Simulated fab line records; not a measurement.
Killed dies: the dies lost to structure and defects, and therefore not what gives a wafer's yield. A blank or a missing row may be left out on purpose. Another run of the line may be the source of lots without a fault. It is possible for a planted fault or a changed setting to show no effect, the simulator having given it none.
Lot-split experiment + flow n5 finfet + on a route of 1938 steps: 7 lots, 21 wafers read

ON THE SPLIT
At N5_BEOL_M9_ETCH_65 (etches SiARC in CF4, target depth 15.6 nm, time 26 s), the setting bias w was moved away from the recipe's 36 W on 8 of the 21 wafers read, by -15.7% to +16.3%. For the rest of the wafers, this setting stayed at what the recipe calls for.

Reading taken at the split's own step.

THE READING
rf vpp V, in V, at N5_BEOL_M9_ETCH_65 (etches SiARC in CF4, target depth 15.6 nm, time 26 s). Fault-free wafers of this fab line usually give 184.1 V, standard deviation 1.2 V.

| wafer  | tool, chamber at the split | bias w as run, W | against the recipe | rf vpp V, V | against lot-mates on the recipe |
|--------|----------------------------|------------------|--------------------|-------------|---------------------------------|
| L075.1 | rie diel-03, 1             | 36               | recipe             | 183.3       | -                               |
| L075.5 | rie diel-03, 2             | 36               | recipe             | 182.9       | -                               |
| L075.6 | rie diel-03, 1             | 36               | recipe             | 183.0       | -                               |
| L076.1 | rie diel-04, 2             | 30.35            | -15.7%             | 165.2       | -17.3                           |
| L076.3 | rie diel-04, 3             | 30.35            | -15.7%             | 164.4       | -18.1                           |
| L076.6 | rie diel-04, 3             | 36               | recipe             | 182.5       | -                               |
| L078.4 | rie diel-01, 1             | 31.81            | -11.6%             | 168.8       | -14.6                           |
| L078.5 | rie diel-01, 1             | 36               | recipe             | 183.4       | -                               |
| L078.6 | rie diel-01, 0             | 31.81            | -11.6%             | 171.1       | -12.3                           |
| L081.2 | rie diel-03, 2             | 36               | recipe             | 181.6       | -                               |
| L081.4 | rie diel-03, 1             | 36               | recipe             | 183.5       | -                               |
| L081.5 | rie diel-03, 1             | 36               | recipe             | 183.0       | -                               |
| L085.1 | rie diel-04, 2             | 41.27            | +14.6%             | 200.7       | +16.2                           |
| L085.3 | rie diel-04, 1             | 36               | recipe             | 184.7       | -                               |
| L085.5 | rie diel-04, 0             | 36               | recipe             | 184.2       | -                               |
| L090.1 | rie diel-01, 3             | 33.62            | -6.6%              | 174.7       | -7.8                            |
| L090.4 | rie diel-01, 2             | 33.62            | -6.6%              | 175.7       | -6.8                            |
| L090.5 | rie diel-01, 3             | 36               | recipe             | 182.5       | -                               |
| L095.1 | rie diel-04, 1             | 41.87            | +16.3%             | 202.4       | +18.3                           |
| L095.2 | rie diel-04, 3             | 36               | recipe             | 183.5       | -                               |
| L095.3 | rie diel-04, 0             | 36               | recipe             | 184.7       | -                               |

FIT RESULTS
A straight line over all 21 wafers: rf vpp V changes by +1.18 V for each +1% of bias w; r = +1.00; the points scatter about the line by 0.84 V.
The same after taking each lot's own level away (the mean of its wafers on the recipe; 21 wafers): +1.13 V for each +1%; r = +1.00; scatter 0.59 V.
That fit puts the effect of the largest move of bias w on the reading at 18 V.
The lots' own levels span 182.50 to 184.45 V, that is 1.6 times the standard deviation above.
So the lot-to-lot level changes the slope little: the two slopes agree.
Check: for one of the wafers moved furthest among these (+16.3%), held out of the fit, the line's prediction against its lot-mates is +18.4 V. It came out at +18.3 V against them.
Tool readings at the split's step, against how far the setting was moved: rf vpp V r = +1.00.

THESE WAFERS: OTHER SPLITS
Note: prior to the reading, these wafers also went through further splits. Each is held against what the fit with the lots' levels taken away leaves over:
| other split on the same wafers | wafers away from the commonest value | r with rf vpp V (lot level and that fit taken away) |
|--------------------------------|--------------------------------------|-----------------------------------------------------|
| N5_BEOL_M9_ILD_DEP_00 time s   | 5                                    | -0.08                                               |
| N5_BEOL_M9_COAT_60 spin rpm    | 5                                    | -0.13                                               |

THE FILE'S OWN FIT
rf vpp V changes by +1.13 V for each +1% of bias w, r = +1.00.
